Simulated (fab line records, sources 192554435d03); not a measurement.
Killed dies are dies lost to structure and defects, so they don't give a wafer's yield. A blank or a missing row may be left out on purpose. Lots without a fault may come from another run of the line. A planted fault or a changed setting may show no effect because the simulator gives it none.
Split-lot experiment | flow n5_finfet | 7 lots, 21 wafers read, on a route of 1938 steps

THE SPLIT
At N5_FIN_SAQP_PECVD_06 (deposits a-Si from SiH4/He, target thk 60 nm, time 48.1 s), the setting time_s was moved away from the recipe's 48.1 s on 8 of the 21 wafers read, by -6.9% to +13.5%. The other wafers ran this setting at the recipe's value.

The reading is taken at the split's own step.

THE READING
a-Si_of_FIN_SAQP_PECVD_06.thk_nm (the simulator's own value, which no gauge read), in nm, at N5_FIN_SAQP_PECVD_06 (deposits a-Si from SiH4/He, target thk 60 nm, time 48.1 s). The file gives no usual value for it. The 13 wafers here that ran the recipe average 60.02 nm, standard deviation 0.78 nm.

wafer  | tool, chamber at the split | time_s as run, s | against the recipe | a-Si_of_FIN_SAQP_PECVD_06.thk_nm, nm | against lot-mates on the recipe
L075.3 | pecvd-02, 2                | 48.1             | recipe             | 59.91                                | -
L075.5 | pecvd-02, 2                | 48.1             | recipe             | 61.16                                | -
L075.6 | pecvd-02, 1                | 48.1             | recipe             | 60.51                                | -
L080.1 | pecvd-02, 0                | 48.1             | recipe             | 59.23                                | -
L080.2 | pecvd-02, 1                | 54.61            | +13.5%             | 67.58                                | +8.35
L080.4 | pecvd-02, 2                | 54.61            | +13.5%             | 69.23                                | +10.00
L081.1 | pecvd-04, 1                | 52.93            | +10.0%             | 65.56                                | +6.13
L081.4 | pecvd-04, 2                | 48.1             | recipe             | 59.43                                | -
L081.6 | pecvd-04, 0                | 52.93            | +10.0%             | 65.87                                | +6.44
L087.1 | pecvd-02, 0                | 52.49            | +9.1%              | 65.07                                | +5.22
L087.3 | pecvd-02, 1                | 48.1             | recipe             | 59.43                                | -
L087.4 | pecvd-02, 0                | 48.1             | recipe             | 60.27                                | -
L089.2 | pecvd-01, 0                | 45.6             | -5.2%              | 56.49                                | -4.26
L089.4 | pecvd-01, 2                | 48.1             | recipe             | 61.46                                | -
L089.5 | pecvd-01, 1                | 48.1             | recipe             | 60.04                                | -
L090.1 | pecvd-01, 2                | 44.76            | -6.9%              | 55.39                                | -4.68
L090.2 | pecvd-01, 1                | 44.76            | -6.9%              | 55.07                                | -5.00
L090.5 | pecvd-01, 0                | 48.1             | recipe             | 60.07                                | -
L094.1 | pecvd-04, 2                | 48.1             | recipe             | 58.49                                | -
L094.5 | pecvd-04, 0                | 48.1             | recipe             | 60.6                                 | -
L094.6 | pecvd-04, 2                | 48.1             | recipe             | 59.61                                | -

THE FIT
A straight line over all 21 wafers: a-Si_of_FIN_SAQP_PECVD_06.thk_nm changes by +0.616 nm for each +1% of time_s; r = +0.98; the points scatter about the line by 0.74 nm.
The same after taking each lot's own level away (the mean of its wafers on the recipe; 21 wafers): +0.666 nm for each +1%; r = +0.99; scatter 0.62 nm.
On that fit, the largest move of time_s shifts the reading by 9 nm.
The lots' own levels span 59.230 to 60.750 nm, that is 2.0 times the standard deviation above.
So the lot-to-lot level changes the slope little: the two slopes agree.
Check: with one of the wafers moved furthest among these (+13.5%) left out of the fit, the line predicts +9.07 nm for it against its lot-mates. It came out at +8.35 nm against them.

OTHER SPLITS ON THESE WAFERS
These wafers also went through other splits before the reading. Each is held against what the fit with the lots' levels taken away leaves over:
other split on the same wafers | wafers away from the commonest value | r with a-Si_of_FIN_SAQP_PECVD_06.thk_nm (lot level and that fit taken away)
N5_ZERO_LAYER_PECVD_02 time_s  | 7                                    | -0.15
N5_ZERO_LAYER_COAT_05 spin_rpm | 9                                    | -0.08

THE WHOLE CHAIN: every reading that the file lists as answering this split, in the file's order
step                    | what it does                                              | reading                                                                           | change (the file's fit)               | r (the file's)
N5_FIN_SAQP_PECVD_06    | deposits a-Si from SiH4/He, target thk 60 nm, time 48.1 s | a-Si_of_FIN_SAQP_PECVD_06.thk_nm (the simulator's own value, which no gauge read) | +0.657 nm for each +1% of the setting | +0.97
N5_FIN_SAQP_THK_MEAS_07 |                                                           | thk_nm                                                                            | withheld for each +1% of the setting  | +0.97

THE FILE'S OWN FIT
a-Si_of_FIN_SAQP_PECVD_06.thk_nm changes by +0.657 nm for each +1% of time_s, r = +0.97.
